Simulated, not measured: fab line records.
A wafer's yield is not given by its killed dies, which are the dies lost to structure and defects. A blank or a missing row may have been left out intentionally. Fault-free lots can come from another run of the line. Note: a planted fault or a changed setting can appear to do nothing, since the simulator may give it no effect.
Matching of chambers -- flow nand-harc -- rie-diel-11 running NHARC_P_GATE_STRIP_101: 4 sister chambers
The step strips in O2, time 20 s. 4 wafers are shown with their chamber, then 7 later ones without.

== WAFERS PAIRED WITH THEIR CHAMBERS ==
wafer,chamber,drypump-motor-current-A (A)
L755.4,3,6.4
L756.5,0,5.7
L758.1,1,5.2
L758.5,2,5.7

== WAFERS WHOSE CHAMBER IS MISSING ==
wafer,drypump-motor-current-A (A)
L758.6,5.2
L759.1,5.1
L759.3,5.7
L759.5,6.4
L760.1,5.7
L760.3,5.7
L760.6,5.7

== EACH ONE'S CHAMBER ==
wafer,from the rows above,in truth
L758.6,1,1
L759.1,1,1
L759.3,can't be placed: 0 or 2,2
L759.5,3,3
L760.1,can't be placed: 0 or 2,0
L760.3,can't be placed: 0 or 2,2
L760.6,can't be placed: 0 or 2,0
Correct placement for 3 of the 7. Cannot be placed on the basis of these rows: 4; the candidates contain the true chamber in 4. Placed wrongly: 0.
How it was worked out, from the rows above alone: a wafer's distance from a chamber is the root of the sum, over the readings, of the square of ((its reading less the chamber's mean) divided by the reading's scatter). The wafer belongs to the nearest chamber; if the next one is less than 2 further off, it can't be placed. A chamber's mean is the mean of its shown wafers. The scatter: root of mean squared gap, hidden wafer to nearest shown wafer, with one shown wafer a chamber.
